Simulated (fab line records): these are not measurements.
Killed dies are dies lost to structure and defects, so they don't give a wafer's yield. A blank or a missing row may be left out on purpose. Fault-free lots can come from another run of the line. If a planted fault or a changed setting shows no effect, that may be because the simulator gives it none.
Chamber matching -- flow nandHarc -- NHARC_A_CHANNEL_FILL_D1_ALD_25 on aldHk-03 has 3 sister chambers
The step deposits SiOx, target thk 60 nm, pulse time 10 s, ald cycles 600. 6 wafers are shown with their chamber, then 5 later ones without.

EACH WAFER AND ITS CHAMBER
wafer,chamber,heaterPowerW (W),precursorPulseHeightRel
L088.5,2,477,1.005
L090.1,3,497,1.071
L090.5,0,437,0.982
L092.2,3,531,0.981
L092.1,2,456,1.025
L092.6,0,464,0.991

WAFERS WITHOUT THEIR CHAMBER
wafer,heaterPowerW (W),precursorPulseHeightRel
L095.6,449,1.000
L097.3,459,0.986
L097.4,476,0.991
L097.6,455,0.990
L097.1,539,1.015

CHAMBER TAKEN BY EACH
wafer,from the rows above,in truth
L095.6,can't be placed: 0 or 2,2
L097.3,can't be placed: 0 or 2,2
L097.4,can't be placed: 2 or 0 or 3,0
L097.6,can't be placed: 0 or 2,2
L097.1,3,3
Correct placement for 1 of the 5. Not placeable from these rows: 4 (in 4, the candidates include the true chamber). Wrongly placed: 0.
How it was worked out, from the rows above alone: a wafer's distance from a chamber is the root of the sum, over the readings, of the square of ((its reading less the chamber's mean) divided by the reading's scatter). The wafer belongs to the nearest chamber; if the next one is less than 2 further off, it can't be placed. For every chamber, the mean is computed from those of its wafers that are shown. The scatter: the root of (the sum of the squares of (reading less its chamber's mean) over the shown wafers, divided by (wafers less chambers)).
